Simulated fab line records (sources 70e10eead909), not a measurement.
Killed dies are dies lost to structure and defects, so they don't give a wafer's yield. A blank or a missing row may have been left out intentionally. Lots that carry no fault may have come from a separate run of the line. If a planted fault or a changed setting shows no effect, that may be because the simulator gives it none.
Comparing a struck lot with a sound one    flow nand-harc    14 out of 1302 route steps
Sound: these wafers, L292.2, L292.3, L292.4. Wafers L305.2, L305.3, L305.4 were the ones struck. At the end, the cause is stated.
Order at every step that has rows: each side's tool, ch and its chambers, its first start. Under that, the readings that differ: sound wafers    struck wafers    difference of the means    sigmas: that difference in standard deviations of wafers without a fault.
alike: words and numbers the same on both sides, and readings whose means are apart by under 2 such deviations; not compared: readings that were withheld, readings missing a value for some wafer, numbers with overlapping values and no deviation given by the record, and bounds like >300 which may hide the same value.
The two part at a step that has a row with sigmas, a row that says differs or no value, or rows on one side only. Numbers that have no deviation but don't overlap get no sigmas and don't part them. A reading that every wafer of one side lacks parts them only if that side has two wafers or more.

NHARC_A_STAIRCASE_TRIM_202: chemistry O2, time 211.2 s.
  sound on rie-diel-06 ch 0,1,3; struck on rie-diel-09 ch 1,2,3
reading                 sound     struck  difference  sigmas
rf-hours-counter-h (h)  32 30 32  0 0 0   -31         
  alike: drypump-motor-current-A, oes-product-au, rf-vpp-V, showerhead-plenum-p-Torr, throttle-valve-pct
NHARC_A_STAIRCASE_ETCH_203: etches the open film in C4F8/O2, target depth 100 nm, time 40.5 s.
  sound on rie-diel-06 ch 0,2,3; struck on rie-diel-09 ch 0,1,2
reading                 sound     struck  difference  sigmas
rf-hours-counter-h (h)  32 30 34  0 0 0   -32         
  alike: oes-product-au, rf-vpp-V
NHARC_A_STAIRCASE_STRIP_205: strips in O2.
  sound on plasma-asher-01 ch 0,1, day 17 15:02; struck on plasma-asher-02 ch 0,1, day 22 04:19
  alike: drypump-motor-current-A, heater-power-w
  not compared: rf-hours-counter-h
then, 8 steps without rows for these wafers: NHARC_A_STAIRCASE_STRIP_206 (strips in SPM, time 900 s); NHARC_A_STAIRCASE_PRECLEAN_207 (cleans in SC1); NHARC_A_STAIRCASE_SRD_208; NHARC_A_STAIRCASE_DEHYDRATE_209 (time 120 s); NHARC_A_STAIRCASE_HMDS_210 (time 30 s); NHARC_A_STAIRCASE_COAT_211; NHARC_A_STAIRCASE_SOFTBAKE_212 (time 170 s); NHARC_A_STAIRCASE_EBR_213.
NHARC_A_STAIRCASE_EXPOSE_214: exposes mask STAIR 3.
  sound on krf-scanner-02 ch 0, day 17 16:11; struck on krf-scanner-02 ch 0, day 22 05:25
reading                              sound                 struck             difference  sigmas
model.A_STAIRCASE.overlay-x-nm (nm)  0.5412 0.5412 0.5412  76.18 76.18 76.18  +75.64      
  alike: mask
then, 1 step without rows for these wafers: NHARC_A_STAIRCASE_PEB_215 (peb time 130 s).
-- break in the record here, with 8 days between the starts of the struck wafers on either side (left off in module A_STAIRCASE, picked up again in module END, where the first step shown is number 1302 on the route) --
NHARC_END_SORT_01:
  here the record holds rows for the struck wafers (prober-01 ch 0, day 30 13:22) but none for the sound ones

== WHERE THEY PART ==
Only at NHARC_END_SORT_01, as far as this record shows.

WHY: whatever the simulator had introduced
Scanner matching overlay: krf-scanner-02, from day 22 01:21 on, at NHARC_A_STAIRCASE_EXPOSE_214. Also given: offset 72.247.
